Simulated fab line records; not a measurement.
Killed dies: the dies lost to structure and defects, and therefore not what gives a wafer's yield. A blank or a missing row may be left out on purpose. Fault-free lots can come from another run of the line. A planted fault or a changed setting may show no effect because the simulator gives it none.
Matching of chambers | flow n5 finfet | N5_BEOL_M15_CMP_49 on cmp-01 has 4 sister chambers
The step polishes, stops on SiO2, t overpolish 4.9 s, target thk 850 nm. 20 wafers are shown with their chamber, then 10 later ones without.

WAFERS PAIRED WITH THEIR CHAMBERS
wafer  | chamber | motor current A (A) | head pressure psi (psi) | overpolish run s (s)
L074.1 | 2       | 8.0                 | 2.008                   | 4.899
L074.3 | 1       | 7.2                 | 2.008                   | 4.907
L074.6 | 1       | 7.1                 | 2.002                   | 4.896
L076.1 | 1       | 7.4                 | 2.004                   | 4.905
L076.4 | 2       | 8.6                 | 2.000                   | 4.905
L076.6 | 2       | 8.4                 | 1.993                   | 4.892
L079.3 | 3       | 8.3                 | 2.004                   | 4.899
L079.5 | 3       | 8.8                 | 1.997                   | 4.884
L079.6 | 2       | 8.2                 | 2.001                   | 4.919
L082.2 | 3       | 8.2                 | 2.000                   | 4.904
L082.4 | 1       | 7.2                 | 1.998                   | 4.901
L082.5 | 1       | 7.2                 | 1.999                   | 4.892
L077.2 | 2       | 8.5                 | 2.011                   | 4.894
L077.5 | 1       | 7.2                 | 1.997                   | 4.903
L077.6 | 2       | 8.3                 | 2.006                   | 4.906
L080.2 | 1       | 7.0                 | 2.004                   | 4.897
L080.3 | 3       | 8.4                 | 2.003                   | 4.884
L080.4 | 0       | 8.3                 | 1.994                   | 4.888
L083.1 | 3       | 8.9                 | 2.003                   | 4.892
L083.2 | 2       | 8.2                 | 1.994                   | 4.891

SIGNATURES, as means of the wafers listed above
reading           | chamber 0 | chamber 1 | chamber 2 | chamber 3 | scatter within a chamber
motor current A   | 8.300     | 7.186     | 8.314     | 8.520     | 0.213
head pressure psi | 1.99400   | 2.00171   | 2.00186   | 2.00140   | 0.00506
overpolish run s  | 4.88800   | 4.90014   | 4.90086   | 4.89260   | 0.00826
Rule: a wafer lies at a distance from a chamber equal to the root of the sum of squares, over the readings, of (its reading less the chamber's mean, divided by the reading's scatter). If the next closest chamber is less than 2 further off than the closest, the wafer can't be placed; otherwise it belongs to the closest. The scatter: the root of (the sum of the squares of (reading less its chamber's mean) over the shown wafers, divided by (wafers less chambers)).

WAFERS MISSING THEIR CHAMBER
wafer  | motor current A (A) | head pressure psi (psi) | overpolish run s (s)
L083.4 | 7.3                 | 1.997                   | 4.887
L088.1 | 8.1                 | 2.004                   | 4.901
L088.3 | 8.5                 | 1.998                   | 4.894
L088.4 | 8.7                 | 1.993                   | 4.912
L090.2 | 8.0                 | 2.000                   | 4.914
L090.4 | 7.1                 | 1.995                   | 4.894
L090.5 | 8.3                 | 2.002                   | 4.901
L093.3 | 7.5                 | 1.999                   | 4.900
L093.4 | 8.4                 | 2.004                   | 4.899
L093.5 | 8.5                 | 1.998                   | 4.900

THE CHAMBER EACH PASSED THROUGH
wafer  | from the rows above               | in truth
L083.4 | 1                                 | 1
L088.1 | can't be placed: 2 or 3 or 0      | 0
L088.3 | can't be placed: 3 or 2 or 0      | 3
L088.4 | can't be placed: 2 or 3 or 0      | 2
L090.2 | can't be placed: 2 or 3 or 0 or 1 | 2
L090.4 | 1                                 | 1
L090.5 | can't be placed: 2 or 3           | 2
L093.3 | 1                                 | 1
L093.4 | can't be placed: 2 or 3 or 0      | 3
L093.5 | can't be placed: 3 or 2 or 0      | 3
3 of 10 placed correctly. Cannot be placed on the basis of these rows: 7; the candidates contain the true chamber in 7. 0 placed wrongly.
